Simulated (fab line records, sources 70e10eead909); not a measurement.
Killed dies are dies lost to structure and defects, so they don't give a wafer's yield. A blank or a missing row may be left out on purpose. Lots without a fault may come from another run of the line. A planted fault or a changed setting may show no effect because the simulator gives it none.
Tool commonality check | flow nand_harc | 3 lots, 9 wafers sampled

WHY IT WAS OPENED
At NHARC_END_SORT_01 the reading killed_at_periphery is flagged on 3 of 3 lots. Wafers without a fault read 4.2, standard deviation 2.7.
Rule: a lot is flagged when every wafer of it that has a number lies more than 4 standard deviations from that mean, or none has a number. The other lots count as sound.

lot  | measured     | on        | killed_at_periphery, wafer by wafer | flag
L695 | day 28 15:17 | prober-01 | 585 592 586                         | FLAGGED
L693 | day 28 16:03 | prober-02 | 639 625 636                         | FLAGGED
L694 | day 28 22:13 | prober-02 | 615 615 632                         | FLAGGED
The numbers of the flagged lots are 613.9 on average: +609.7 against the usual, or +99 or more standard deviations.

WHICH TOOL RAN EACH LOT
The record holds 3 process steps before the reading, out of a route of 1302 steps. In each cell: the tool, then ch and the chambers that the sampled wafers went through, then the start.
lot  | flag    | NHARC_P_STI_HDPCVD_20         | NHARC_THIN_TSV_DESCUM_14 | NHARC_THIN_TSV_STRIP_62
L695 | FLAGGED | hdpcvd-01 ch 0,1, day 8 04:26 | no row                   | no row
L693 | FLAGGED | hdpcvd-01 ch 0,1, day 7 10:45 | no row                   | no row
L694 | FLAGGED | hdpcvd-01 ch 0,1, day 7 19:19 | no row                   | no row
What these steps do:
- NHARC_P_STI_HDPCVD_20: deposits SiO2.
- NHARC_THIN_TSV_DESCUM_14: chemistry O2, time 3 s.
- NHARC_THIN_TSV_STRIP_62: strips in N2/H2, time 20 s.
- NHARC_END_SORT_01

FLAGGED OVER TOTAL, TOOL BY TOOL (the gauges that took the reading come last)
step                  | tool      | lots run | flagged | share of the flagged lots | sound lots run after its first flagged lot
NHARC_P_STI_HDPCVD_20 | hdpcvd-01 | 3        | 3       | all                       | 0
NHARC_END_SORT_01     | prober-01 | 1        | 1       | some                      | 0
NHARC_END_SORT_01     | prober-02 | 2        | 2       | some                      | 0

WHAT THE TABLE ALLOWS
1 row of the table ran every flagged lot: hdpcvd-01 at NHARC_P_STI_HDPCVD_20.
- hdpcvd-01 at NHARC_P_STI_HDPCVD_20: 3 of its 3 lots flagged. It ran no sound lot before its first flagged lot in this sample, so the start can't be narrowed down.
One tool is left: hdpcvd-01 at NHARC_P_STI_HDPCVD_20.

WHAT THE SIMULATOR HAD PUT IN
Skipped step whole: hdpcvd-01, from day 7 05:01 on, at NHARC_P_STI_HDPCVD_20. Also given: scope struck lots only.
Lots struck among those shown: L695, L693, L694. The rule above found the same.
